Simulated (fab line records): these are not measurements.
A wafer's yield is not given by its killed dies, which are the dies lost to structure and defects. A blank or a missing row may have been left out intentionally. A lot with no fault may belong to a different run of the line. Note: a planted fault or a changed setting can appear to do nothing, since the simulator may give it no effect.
Matching of chambers	flow n5-finfet	N5_BEOL_M11_CURE_72 on uv-cure-02: 3 sister chambers
The step cures SiCOH lowk, time 120 s. 6 wafers are shown with their chamber, then 7 later ones without.

## WAFERS WITH THEIR CHAMBER
wafer	chamber	wafer_temp_C_max	lamp-power-pct (%)
L630.2	0	372.4	52.27
L630.3	0	371.4	52.23
L640.4	1	372.2	52.31
L640.5	1	372.1	52.33
L641.2	2	371.5	52.34
L641.3	2	372.4	52.32

## WAFERS WHOSE CHAMBER IS MISSING
wafer	wafer_temp_C_max	lamp-power-pct (%)
L641.6	371.5	52.46
L648.3	371.7	52.30
L648.5	372.2	52.43
L648.6	371.9	52.34
L652.2	371.8	52.33
L652.4	371.7	52.28
L652.5	372.4	52.28

## EACH ONE'S CHAMBER
wafer	from the rows above	in truth
L641.6	can't be placed: 2 or 1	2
L648.3	can't be placed: 1 or 2 or 0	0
L648.5	can't be placed: 2 or 1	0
L648.6	can't be placed: 2 or 1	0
L652.2	can't be placed: 2 or 1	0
L652.4	can't be placed: 0 or 1 or 2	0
L652.5	can't be placed: 0 or 1 or 2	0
Correct placement for 0 of the 7. Cannot be placed on the basis of these rows: 7; the candidates contain the true chamber in 4. 0 placed wrongly.
How it was worked out, from the rows above alone: a wafer's distance from a chamber is the root of the sum, over the readings, of the square of ((its reading less the chamber's mean) divided by the reading's scatter). If the next closest chamber is less than 2 further off than the closest, the wafer can't be placed; otherwise it belongs to the closest. The mean given for a chamber averages the wafers shown for that chamber. The scatter: take each reading less its chamber's mean, square it, sum over the shown wafers, divide by the number of wafers less the number of chambers, and take the root.
